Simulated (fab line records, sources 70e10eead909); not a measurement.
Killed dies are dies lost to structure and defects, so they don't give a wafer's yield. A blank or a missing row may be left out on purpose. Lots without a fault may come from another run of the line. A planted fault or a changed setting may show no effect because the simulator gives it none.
fab line records | flow nand_harc
record lots=12 wafers=36 last_day=32
route steps=1302 shown A_BLC@1119 A_M0@1142 END@1302
lots that met no fault: from a run of the same line without faults
start_h: hours from the record's first day to the start of the lot's first wafer shown | wait_h: hours since the lot's step before | " the same as in the row above | L1.1+2: a row that stands for several wafers | - no value, or no start given | * or withheld: withheld | < > ~ a bound
route shown NAME@n: a module of which the file shows steps, and the number in the route of the first | usual: mean/standard deviation of fault-free wafers | same: alike in all rows | chamber/n: place in a boat | sites: the reading at each site | _std_site: their standard deviation | _edge_site: outer sites' mean less inner sites' | radius_mm: how far each site lies from the wafer's centre | mask NAME#n: copy n | behind: the tool/chamber that last shaped the wafer | hold: why the lot was held/for how many hours/how that ended | device: the transistor (n, p or np) that didn't switch | end of line: the same wafers' tests at the end of the route | a step without rows: its recipe alone | killed: dies lost to structure and defects at the first sort, not the wafer's yield | map: a wafer's dies, x killed, . not, _ none there
set.NAME: the setting as run; set.NAME@STEP: as run at that earlier step | model.NAME: the simulator's own value behind a step, which no gauge read
steps of the route over a sample of lots; a table a step, a row a wafer
services: from which hour (start_h, from the record's first day; less than 0 if before it) a tool's chamber was out of use, for how many hours, and why
## steps
# step NHARC_A_BLC_INSPECT_12
# usual raw_defect_count=89/36
# columns lot.wafer tool chamber start_h wait_h raw_defect_count
L505.3 defect_inspect-01 - 527.97 0.0 91
L505.4 " - " " 98
L505.5 " - " " 88
L507.1 defect_inspect-01 - 528.31 0.0 81
L507.4 " - " " 87
L507.5 " - " " 73
L508.1 defect_inspect-02 - 544.32 0.0 147
L508.2 " - " " 146
L508.5 " - " " 158
L509.1 defect_inspect-01 - 550.31 0.0 59
L509.2 " - " " 56
L509.5 " - " " 74
L510.1 defect_inspect-02 - 575.53 0.0 123
L510.3 " - " " 130
L510.5 " - " " 118
L514.1 defect_inspect-02 - 602.69 0.0 132
L514.3 " - " " 127
L514.6 " - " " 138
L513.1 defect_inspect-02 - 627.51 0.0 73
L513.2 " - " " 71
L513.4 " - " " 72
L516.4 defect_inspect-02 - 629.74 0.0 79
L516.5 " - " " 92
L516.6 " - " " 94
L518.1 defect_inspect-01 - 647.57 0.0 104
L518.2 " - " " 109
L518.6 " - " " 78
L524.4 defect_inspect-02 - 708.37 0.0 33
L524.5 " - " " 36
L524.6 " - " " 37
L526.1 defect_inspect-02 - 724.98 0.0 61
L526.2 " - " " 66
L526.6 " - " " 56
L525.2 defect_inspect-01 - 725.32 0.0 90
L525.5 " - " " 67
L525.6 " - " " 81
# step NHARC_A_BLC_DESCUM_15
# recipe time_s=3 o2_flow_sccm=200 ar_flow_sccm=0 bias_power_w=0 chemistry=O2
# usual chamber_pressure_mTorr=60.00/0.056 drypump_motor_current_A=5.8/0.49 oes_product_au=1.003/0.012 rf_vpp_V=58.1/0.85 showerhead_plenum_p_Torr=1.98/0.057 throttle_valve_pct=11.311/0.009
# columns lot.wafer tool chamber start_h wait_h chamber_pressure_mTorr drypump_motor_current_A oes_product_au rf_hours_counter_h rf_vpp_V showerhead_plenum_p_Torr throttle_valve_pct
L505.4 rie_diel-03 3 528.04 0.1 60.01 6.0 1.003 6 58.5 1.94 11.322
L505.3 " 1 " " 59.87 5.5 1.008 7 58.4 1.90 11.302
L505.5 " 2 " " 59.96 5.9 1.002 - 57.6 1.98 11.317
L507.4 rie_diel-09 3 528.37 0.1 59.94 6.3 0.994 1 57.5 2.00 11.299
L507.1 " 2 " " 60.02 5.2 1.007 2 57.0 2.06 11.315
L507.5 " 3 " " 59.98 6.3 1.000 - 59.8 2.00 11.325
L508.1 rie_diel-03 2 544.40 0.1 60.13 5.9 1.009 7 58.0 1.98 11.313
L508.2 " 3 " " 59.93 6.0 1.011 7 57.3 1.94 11.303
L508.5 " 0 " " 59.92 5.6 1.027 - 58.2 1.91 11.320
L509.2 rie_diel-09 1 550.38 0.1 60.14 5.2 0.993 3 56.9 1.99 11.320
L509.1 " 2 " " 59.96 5.2 1.012 3 57.3 2.05 11.297
L509.5 " 0 " " 60.05 6.5 0.993 - 58.0 2.03 11.296
L510.3 rie_diel-03 1 575.59 0.1 59.94 5.5 0.997 12 57.2 1.90 11.305
L510.1 " 3 " " 60.08 6.0 0.994 10 56.6 1.93 11.320
L510.5 " 2 " " 60.07 5.9 0.983 - 59.0 1.98 11.289
L514.3 rie_diel-09 2 602.77 0.1 59.92 5.2 1.011 6 58.1 2.05 11.303
L514.1 " 3 " " 60.01 6.2 1.008 5 59.3 2.00 11.307
L514.6 " 0 " " 60.03 6.5 0.990 - 59.3 2.03 11.307
L513.2 rie_diel-09 0 627.58 0.1 59.95 6.5 0.989 6 57.6 2.03 11.312
L513.4 " 1 " " 60.01 5.2 0.995 7 57.3 1.99 11.328
L513.1 " 2 " " 59.93 5.2 1.013 7 58.9 2.05 11.321
L516.4 rie_diel-09 3 629.82 0.1 59.94 6.3 0.987 6 57.8 2.00 11.302
L516.5 " 1 " " 59.87 5.2 1.000 - 56.7 1.99 11.321
L516.6 " 2 " " 59.95 5.2 1.014 - 58.6 2.05 11.296
L518.2 rie_diel-09 2 647.64 0.1 59.93 5.2 1.003 9 57.9 2.05 11.312
L518.1 " 3 " " 59.98 6.3 1.000 7 56.6 2.00 11.312
L518.6 " 2 " " 59.97 5.2 1.002 - 58.2 2.05 11.303
L524.4 rie_diel-09 1 708.45 0.1 59.90 5.2 0.993 1 57.9 1.99 11.313
L524.6 " 3 " " 60.03 6.3 0.999 - 57.1 2.00 11.320
L524.5 " 0 " " 59.99 6.5 1.009 - 59.0 2.03 11.306
L526.2 rie_diel-09 1 725.05 0.1 59.96 5.2 1.007 1 59.7 1.99 11.303
L526.1 " 3 " " 59.96 6.2 0.991 2 57.3 2.00 11.308
L526.6 " 1 " " 60.05 5.2 0.998 - 59.1 1.99 11.312
L525.2 rie_diel-07 1 725.38 0.1 60.05 6.1 1.008 22 58.0 1.84 11.312
L525.5 " 1 " " 60.03 6.1 1.002 - 56.2 1.85 11.316
L525.6 " 2 " " 60.00 5.5 1.027 - 57.7 2.00 11.315
# step NHARC_A_BLC_STRIP_21
# recipe o2_flow_sccm=500 ar_flow_sccm=0 bias_w=0 chemistry=O2
# usual chamber_pressure_mTorr=59.99/0.063 drypump_motor_current_A=5.8/0.45 oes_product_au=1.002/0.0099 rf_vpp_V=58.0/0.85 showerhead_plenum_p_Torr=3.62/0.1 throttle_valve_pct=17.036/0.01
# columns lot.wafer tool chamber start_h wait_h chamber_pressure_mTorr drypump_motor_current_A oes_product_au rf_hours_counter_h rf_vpp_V showerhead_plenum_p_Torr throttle_valve_pct
L505.4 rie_diel-03 3 529.17 0.1 60.01 6.0 0.994 6 56.9 3.57 17.024
L505.3 " 0 " " 59.97 5.6 1.006 7 57.2 3.53 17.026
L505.5 " 3 " " 60.09 6.0 0.992 - 56.5 3.57 17.020
L507.4 rie_diel-09 1 529.51 0.1 59.92 5.1 0.991 2 57.6 3.66 17.033
L507.1 " 0 " " 60.01 6.5 1.004 2 57.5 3.73 17.029
L507.5 " 1 " " 59.96 5.2 1.001 - 58.6 3.66 17.033
L508.2 rie_diel-09 2 545.54 0.1 59.96 5.2 1.009 3 59.2 3.77 17.033
L508.1 " 3 " " 60.05 6.3 0.988 2 57.2 3.68 17.034
L508.5 " 3 " " 59.99 6.3 1.004 - 57.5 3.68 17.027
L509.2 rie_diel-03 3 551.55 0.1 60.05 6.0 0.998 9 57.6 3.57 17.035
L509.1 " 2 " " 59.99 5.9 0.997 10 59.7 3.64 17.030
L509.5 " 3 " " 60.10 6.0 0.996 - 59.1 3.57 17.039
L510.3 rie_diel-09 0 576.76 0.1 59.96 6.5 0.999 4 59.3 3.73 17.027
L510.1 " 1 " " 60.06 5.2 1.000 5 58.5 3.66 17.036
L510.5 " 3 " " 60.02 6.3 1.002 - 58.5 3.68 17.023
L514.3 rie_diel-03 1 603.90 0.1 60.00 5.5 0.993 14 58.1 3.50 17.036
L514.1 " 0 " " 59.99 5.6 1.019 12 57.1 3.53 17.030
L514.6 " 2 " " 59.91 5.9 0.991 - 59.0 3.63 17.033
L513.2 rie_diel-03 1 629.15 0.1 59.98 5.5 1.003 16 58.1 3.50 17.038
L513.1 " 2 " " 60.03 5.9 0.991 15 57.2 3.63 17.049
L513.4 " 3 " " 60.02 6.0 1.002 12 57.8 3.56 17.036
L516.4 rie_diel-07 1 630.96 0.1 59.92 6.1 0.992 47 56.8 3.43 17.025
L516.6 " 1 " " 59.94 6.1 0.994 - 57.1 3.43 17.039
L516.5 " 2 " " 60.01 5.5 1.005 - 57.9 3.69 17.054
L518.1 rie_diel-09 3 648.98 0.1 59.88 6.3 1.007 8 57.8 3.68 17.038
L518.2 " 0 " " 60.03 6.5 0.982 8 57.7 3.73 17.030
L518.6 " 3 " " 59.97 6.3 1.005 - 58.9 3.68 17.039
L524.4 rie_diel-09 3 709.59 0.1 60.01 6.3 0.995 1 57.7 3.67 17.018
L524.6 " 2 " " 60.05 5.2 1.019 - 59.2 3.77 17.015
L524.5 " 3 " " 60.04 6.3 1.005 - 58.1 3.67 17.033
L526.1 rie_diel-09 0 726.18 0.1 59.98 6.5 0.996 3 59.4 3.73 17.031
L526.2 " 3 " " 59.90 6.3 0.993 3 57.3 3.67 17.043
L526.6 " 1 " " 60.05 5.2 0.995 - 58.1 3.66 17.031
L525.2 rie_diel-07 1 726.52 0.1 59.97 6.1 1.003 23 58.0 3.41 17.019
L525.5 " 1 " " 59.91 6.1 0.994 - 56.8 3.41 17.024
L525.6 " 2 " " 59.97 5.5 1.008 - 58.8 3.67 17.047
# step NHARC_A_M0_SOFTBAKE_04
# recipe temp_c=105 time_s=55
# usual heater_power_total_W=188.44/0.13
# columns lot.wafer tool chamber start_h wait_h heater_power_total_W
L505.3 litho_track-04 0 531 - 188.63
L505.4 " 0 " " 188.67
L505.5 " 0 " " 188.33
L507.1 litho_track-04 0 531 - 188.51
L507.4 " 0 " " 188.37
L507.5 " 0 " " 188.30
L508.1 litho_track-04 0 547 - 188.35
L508.2 " 0 " " 188.29
L508.5 " 0 " " 188.41
L509.1 litho_track-01 0 553 - 188.33
L509.2 " 0 " " 188.36
L509.5 " 0 " " 188.36
L510.1 litho_track-06 0 579 - 188.45
L510.3 " 0 " " 188.50
L510.5 " 0 " " 188.33
L514.1 litho_track-01 0 606 - 188.69
L514.3 " 0 " " 188.25
L514.6 " 0 " " 188.29
L513.1 litho_track-01 0 631 - 188.47
L513.2 " 0 " " 188.49
L513.4 " 0 " " 188.31
L516.4 litho_track-06 0 633 - 188.37
L516.5 " 0 " " 188.60
L516.6 " 0 " " 188.33
L518.1 litho_track-04 0 651 - 188.37
L518.2 " 0 " " 188.31
L518.6 " 0 " " 188.52
L524.4 litho_track-01 0 711 - 191.20
L524.5 " 0 " " 191.08
L524.6 " 0 " " 191.13
L526.1 litho_track-01 0 728 - 191.18
L526.2 " 0 " " 191.06
L526.6 " 0 " " 191.05
L525.2 litho_track-06 0 728 - 188.54
L525.5 " 0 " " 188.32
L525.6 " 0 " " 188.44
# step NHARC_END_SORT_01
# recipe temp_c=25
# usual defect_limited_yield=90.5/2.8 killed_at_array=59/19 killed_at_other=1.0/1.1 killed_at_periphery=3.8/2.4 killed_dies=64/19 killed_open=3.3/2 killed_short=2.4/1.6
# same gross_dies=677
# columns lot.wafer tool chamber start_h wait_h defect_limited_yield[%] killed_at_array killed_at_other killed_at_periphery killed_dies killed_open killed_short
L507.1 prober-01 0 571.38 2.5 91.7 54 0 2 56 2 2
L507.4 prober-01 0 573.75 3.4 89.5 67 0 4 71 5 5
L507.5 prober-01 0 574.54 3.7 91.7 51 0 5 56 4 3
L509.1 prober-01 0 602.80 2.5 93.1 39 0 8 47 2 1
L509.2 prober-01 0 603.60 2.8 92.2 48 0 5 53 3 3
L509.5 prober-01 0 606.01 3.7 89.8 66 0 3 69 2 5
L516.4 prober-01 0 680.06 3.4 91.4 57 0 1 58 2 0
L516.5 prober-01 0 680.86 3.7 90.0 65 2 1 68 0 2
L516.6 prober-01 0 681.66 4.0 91.3 52 1 6 59 5 1
L518.1 prober-01 0 691.21 2.5 88.8 75 1 0 76 0 5
L518.2 prober-01 0 692.01 2.8 89.8 62 2 5 69 0 1
L518.6 prober-01 0 695.22 4.0 91.9 53 0 2 55 6 2
L524.4 prober-02 0 755.75 3.4 94.7 32 2 2 36 4 3
L524.5 prober-02 0 756.55 3.7 93.6 37 1 5 43 3 2
L524.6 prober-02 0 757.36 4.0 94.2 37 0 2 39 2 4
L525.2 prober-02 0 775.98 2.8 91.1 53 0 7 60 1 3
L525.5 prober-02 0 778.40 3.7 90.0 60 0 8 68 3 1
L525.6 prober-02 0 779.21 4.0 91.0 53 2 6 61 5 3
# killed by level:class
L507.1 A_CHANNEL_HOLE_D1:chamber_film_flake=36 A_STAIRCASE:chamber_film_flake=7 A_CHANNEL_HOLE_D2:chamber_film_flake=4 A_CONTACT:chamber_film_flake=2 P_STI:geometric_particle:short=1 A_DECK1_JOINT:geometric_particle:short=1 A_CHANNEL_FILL_D2:geometric_particle:open=1 A_M0:geometric_particle:open=1
L507.4 A_CHANNEL_HOLE_D1:chamber_film_flake=38 A_CHANNEL_HOLE_D2:chamber_film_flake=11 A_STAIRCASE:chamber_film_flake=5 A_M0:geometric_particle:open=2 P_BONDPAD:chamber_film_flake=2 A_CHANNEL_FILL_D1:chamber_film_flake=2 A_CONTACT:chamber_film_flake=2 P_CONTACT:geometric_particle:open=1
L507.5 A_CHANNEL_HOLE_D1:chamber_film_flake=29 A_CHANNEL_HOLE_D2:chamber_film_flake=9 A_STAIRCASE:chamber_film_flake=7 P_GATE:geometric_particle:open=1 P_M1:geometric_particle:open=1 P_M2:geometric_particle:open=1 A_ONON_D1:geometric_particle:short=1 A_CHANNEL_HOLE_D1:geometric_particle:open=1
L509.1 A_SLIT:chamber_film_flake=16 A_CHANNEL_HOLE_D2:chamber_film_flake=14 P_M1:chamber_film_flake=4 A_CONTACT:chamber_film_flake=2 A_BONDPAD:chamber_film_flake=2 P_GATE:geometric_particle:open=1 P_CONTACT:geometric_particle:short=1 A_ONON_D2:geometric_particle:open=1
L509.2 A_SLIT:chamber_film_flake=24 A_CHANNEL_HOLE_D2:chamber_film_flake=9 A_CONTACT:chamber_film_flake=4 P_M1:chamber_film_flake=2 A_CHANNEL_HOLE_D1:chamber_film_flake=2 A_STAIRCASE:chamber_film_flake=2 P_STI:geometric_particle:open=1 A_CHANNEL_FILL_D1:geometric_particle:open=1
L509.5 A_SLIT:chamber_film_flake=28 A_CONTACT:chamber_film_flake=14 A_CHANNEL_HOLE_D2:chamber_film_flake=7 A_CHANNEL_HOLE_D1:chamber_film_flake=4 A_BONDPAD:chamber_film_flake=4 P_STI:chamber_film_flake=3 A_ONON_D1:geometric_particle:short=1 A_DECK1_JOINT:geometric_particle:open=1
L516.4 A_CHANNEL_HOLE_D1:chamber_film_flake=36 A_CHANNEL_HOLE_D2:chamber_film_flake=13 A_CHANNEL_FILL_D1:geometric_particle:open=2 A_CHANNEL_FILL_D1:chamber_film_flake=2 A_SLIT:chamber_film_flake=2 P_GATE:chamber_film_flake=1 A_WL_FILL:chamber_film_flake=1 A_CONTACT:chamber_film_flake=1
L516.5 A_CHANNEL_HOLE_D1:chamber_film_flake=35 A_CHANNEL_HOLE_D2:chamber_film_flake=16 A_CONTACT:chamber_film_flake=4 A_SLIT:chamber_film_flake=3 A_ONON_D2:geometric_particle:short=1 STARTING-WAFER:geometric_particle:short=1 P_GATE:chamber_film_flake=1 A_ZERO_WELL:chamber_film_flake=1
L516.6 A_CHANNEL_HOLE_D1:chamber_film_flake=35 A_CHANNEL_HOLE_D2:chamber_film_flake=9 P_GATE:chamber_film_flake=4 A_CHANNEL_FILL_D2:geometric_particle:open=2 P_CONTACT:geometric_particle:open=1 A_CHANNEL_HOLE_D1:geometric_particle:open=1 A_WL_FILL:geometric_particle:short=1 A_WL_FILL:geometric_particle:open=1
L518.1 A_CHANNEL_HOLE_D1:chamber_film_flake=31 A_CHANNEL_HOLE_D2:chamber_film_flake=26 A_CONTACT:chamber_film_flake=6 A_STAIRCASE:chamber_film_flake=5 A_SLIT:chamber_film_flake=2 A_ONON_D1:geometric_particle:short=1 A_CHANNEL_FILL_D2:geometric_particle:short=1 A_SGD_CUT:geometric_particle:short=1
L518.2 A_CHANNEL_HOLE_D1:chamber_film_flake=37 A_CHANNEL_HOLE_D2:chamber_film_flake=15 A_CONTACT:chamber_film_flake=5 A_STAIRCASE:chamber_film_flake=3 P_ZERO_WELL:chamber_film_flake=2 HYBRID_BOND:chamber_film_flake=2 A_SLIT:chamber_film_flake=2 P_CONTACT:geometric_particle:short=1
L518.6 A_CHANNEL_HOLE_D1:chamber_film_flake=26 A_CHANNEL_HOLE_D2:chamber_film_flake=14 A_SLIT:chamber_film_flake=5 P_CONTACT:geometric_particle:open=2 A_STAIRCASE:chamber_film_flake=2 A_SOURCE_PLATE:geometric_particle:open=1 A_ONON_D1:geometric_particle:open=1 A_CHANNEL_FILL_D2:geometric_particle:open=1
L524.4 A_SLIT:chamber_film_flake=7 A_CHANNEL_HOLE_D1:chamber_film_flake=6 A_CHANNEL_HOLE_D2:chamber_film_flake=5 A_STAIRCASE:chamber_film_flake=3 A_CHANNEL_FILL_D1:chamber_film_flake=3 A_WL_FILL:geometric_particle:short=2 A_CONTACT:chamber_film_flake=2 THIN_TSV:chamber_film_flake=2
L524.5 A_CHANNEL_HOLE_D1:chamber_film_flake=12 A_STAIRCASE:chamber_film_flake=8 A_CHANNEL_HOLE_D2:chamber_film_flake=5 A_SLIT:chamber_film_flake=4 P_ZERO_WELL:chamber_film_flake=2 P_GATE:chamber_film_flake=2 A_CHANNEL_FILL_D1:chamber_film_flake=2 A_ONON_D1:geometric_particle:short=1
L524.6 A_CHANNEL_HOLE_D1:chamber_film_flake=9 A_CHANNEL_HOLE_D2:chamber_film_flake=9 A_SLIT:chamber_film_flake=9 A_STAIRCASE:chamber_film_flake=3 P_GATE:geometric_particle:open=1 A_ONON_D1:geometric_particle:short=1 A_CHANNEL_HOLE_D1:geometric_particle:short=1 A_CHANNEL_FILL_D2:geometric_particle:short=1
L525.2 A_CHANNEL_HOLE_D2:chamber_film_flake=17 A_CONTACT:chamber_film_flake=12 A_SLIT:chamber_film_flake=10 A_CHANNEL_HOLE_D1:chamber_film_flake=7 P_M1:chamber_film_flake=4 A_STAIRCASE:chamber_film_flake=4 P_M0:geometric_particle:short=1 A_CHANNEL_FILL_D1:geometric_particle:open=1
L525.5 A_CHANNEL_HOLE_D2:chamber_film_flake=26 A_CONTACT:chamber_film_flake=10 A_SLIT:chamber_film_flake=9 A_CHANNEL_HOLE_D1:chamber_film_flake=8 P_STI:chamber_film_flake=4 P_M1:chamber_film_flake=3 A_STAIRCASE:chamber_film_flake=3 A_ONON_D2:geometric_particle:open=2
L525.6 A_CHANNEL_HOLE_D2:chamber_film_flake=21 A_CHANNEL_HOLE_D1:chamber_film_flake=13 A_CONTACT:chamber_film_flake=9 A_SLIT:chamber_film_flake=6 P_M1:chamber_film_flake=2 P_CONTACT:geometric_particle:short=1 P_CONTACT:geometric_particle:open=1 P_M0:geometric_particle:open=1
## services
# columns tool chamber start_h hours kind
litho_track-01 - 505.00 7.0 pm
rie_diel-09 0 506.10 - clean
rie_diel-09 1 506.10 - clean
rie_diel-09 1 506.10 - consumable_replace:focus_ring
rie_diel-09 2 506.10 - clean
rie_diel-09 3 506.10 - clean
litho_track-06 - 529.00 7.0 pm
rie_diel-09 0 530.60 - clean
rie_diel-09 1 530.60 - clean
rie_diel-09 - 532.42 2.3 repair
rie_diel-07 3 537.09 21.7 repair
rie_diel-03 0 549.48 8.5 repair
litho_track-04 - 553.00 7.0 pm
rie_diel-07 3 597.56 16.1 repair
rie_diel-03 3 605.76 18.8 repair
rie_diel-09 0 607.70 6.0 repair
rie_diel-09 1 613.34 5.3 repair
rie_diel-03 - 635.32 9.0 pm
rie_diel-07 - 651.08 9.0 pm
rie_diel-09 - 674.10 9.0 pm
litho_track-01 - 680.00 7.0 pm
litho_track-06 - 704.00 7.0 pm
rie_diel-09 1 711.09 9.2 repair
litho_track-04 - 728.00 7.0 pm
## key
first_sign step=NHARC_A_M0_SOFTBAKE_04 reading=heater_power_total_W direction=up sigmas=20 usual=* struck=*
effect none on later readings
met_at NHARC_A_M0_SOFTBAKE_04
struck_lots L524,L526
not_acting_at NHARC_A_BLC_INSPECT_12,NHARC_A_BLC_DESCUM_15,NHARC_A_BLC_STRIP_21
onset_between 631 711
fault kind=process_parameter_drift tool=litho_track-01 chamber=- onset_h=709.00 steps=NHARC_A_M0_SOFTBAKE_04 channel=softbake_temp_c offset=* shape=step end_h=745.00 acts_in=* stated=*
